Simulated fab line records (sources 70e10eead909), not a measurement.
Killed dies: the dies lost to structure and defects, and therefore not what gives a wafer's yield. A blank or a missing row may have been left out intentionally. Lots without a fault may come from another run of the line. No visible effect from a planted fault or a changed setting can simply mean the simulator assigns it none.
Struck lot and sound lot, side by side | flow nand-harc | 14 steps out of a route of 1302
Sound: wafers L137.3, L137.5, L137.6. Wafers L147.1, L147.3, L147.6 were the ones struck. Last of all comes the cause.
For every step that has rows: the tool of each side, followed by ch and its chambers, followed by its first start. Under that, the readings that differ: sound wafers | struck wafers | difference of the means | sigmas: that difference in standard deviations of wafers without a fault.
alike: words and numbers the same on both sides, and readings whose means are apart by under 2 such deviations; not compared: readings that were withheld, readings missing a value for some wafer, numbers with overlapping values and no deviation given by the record, and bounds like >300 which may hide the same value.
A row with sigmas, a row that says differs or no value, or rows on one side alone: a step with any of these is where the two part. Numbers that don't overlap but have no deviation are shown without sigmas and don't part them. Lack of a reading on every wafer of one side parts them only where that side has two or more wafers.

first, 1 step without rows for these wafers: NHARC_A_WL_FILL_CVD_03 (deposits W, target thk 40 nm, time 279 s).
NHARC_A_WL_FILL_ETCHBACK_04: etches the open film in NF3, target depth 60 nm, time 120 s.
  sound on rie-metal-01 ch 0,1, day 22 13:25; struck on rie-metal-01 ch 0, day 26 22:37
  alike: drypump-motor-current-A, he-backside-leak-sccm, oes-product-au, run-length-s
  not compared: rf-hours-counter-h
NHARC_A_WL_FILL_ETCHBACK_05: etches the open film in Cl2/BCl3, target depth 22 nm, time 60 s.
  sound on rie-metal-01 ch 0,1, day 22 13:35; struck on rie-metal-01 ch 0,1, day 26 22:52
  alike: drypump-motor-current-A, he-backside-leak-sccm, oes-product-au, run-length-s
  not compared: rf-hours-counter-h
NHARC_A_WL_FILL_STRIP_27: strips in N2/H2, time 20 s.
  sound on plasma-asher-02 ch 0,1, day 22 13:45; struck on plasma-asher-02 ch 0,1, day 26 23:03
  alike: drypump-motor-current-A, heater-power-w
  not compared: rf-hours-counter-h
then, 4 steps without rows for these wafers: NHARC_A_WL_FILL_STRIP_28 (strips in post etch residue remover, time 1200 s); NHARC_A_WL_FILL_PRECLEAN_06 (cleans in DIW, time 300 s); NHARC_A_WL_FILL_SRD_07; NHARC_A_WL_FILL_ANNEAL_08 (time 1800 s).
NHARC_A_WL_FILL_ALD_10: deposits SiO2, target thk 50 nm, pulse time 10 s, ald cycles 500.
  sound on ald-hk-04 ch 1,2, day 22 19:37; struck on ald-hk-01 ch 0,2,3, day 27 04:03
  alike: heater-power-w, precursor-pulse-height-rel
NHARC_A_WL_FILL_ETCHBACK_16: etches the open film in C4F8/O2/Ar, target depth 120 nm, time 24 s.
  sound: rie-diel-09 ch 2,3; struck: rie-diel-09 ch 1,2,3
  reading               | sound             | struck            | difference | sigmas
  oes-product-au (a.u.) | 1.000 1.005 1.021 | 0.917 0.936 0.939 | -0.078     | -3
  alike: rf-fwd-power-W, rf-vpp-V, run-length-s
  not compared: rf-hours-counter-h
then, 1 step without rows for these wafers: NHARC_A_WL_FILL_STRIP_29 (strips in O2, time 20 s).
NHARC_A_WL_FILL_ETCHBACK_17: etches the open film in Cl2/BCl3, target depth 4 nm, time 26.7 s.
  sound on rie-metal-01 ch 0,1, day 22 23:58; struck on rie-metal-03 ch 1, day 27 07:49
  reading          | sound          | struck         | difference | sigmas
  run-length-s (s) | 48.1 48.7 47.9 | 35.0 34.9 35.1 | -13.2      | -40
  alike: drypump-motor-current-A, he-backside-leak-sccm, oes-product-au
  not compared: rf-hours-counter-h
then, 1 step without rows for these wafers: NHARC_A_WL_FILL_PRECLEAN_18 (cleans in dHF, time 30 s).
-- record jumps: 4 days between struck wafers' starts before vs after; left off in module A_WL_FILL, resumes in module END, first step shown is number 1302 of the route --
NHARC_END_SORT_01:
  sound on prober-02 ch 0, day 26 21:00; struck on prober-02 ch 0, day 30 20:56
  alike: killed-at-array, killed-at-other, killed-at-periphery, killed-dies, killed-open, killed-short

== WHERE THEY PART ==
Last at NHARC_A_WL_FILL_ETCHBACK_17 as far as this record goes, first at NHARC_A_WL_FILL_ETCHBACK_16. Later steps at which nothing parts them and some readings are alike: NHARC_END_SORT_01.

WHY: what had been put in by the simulator
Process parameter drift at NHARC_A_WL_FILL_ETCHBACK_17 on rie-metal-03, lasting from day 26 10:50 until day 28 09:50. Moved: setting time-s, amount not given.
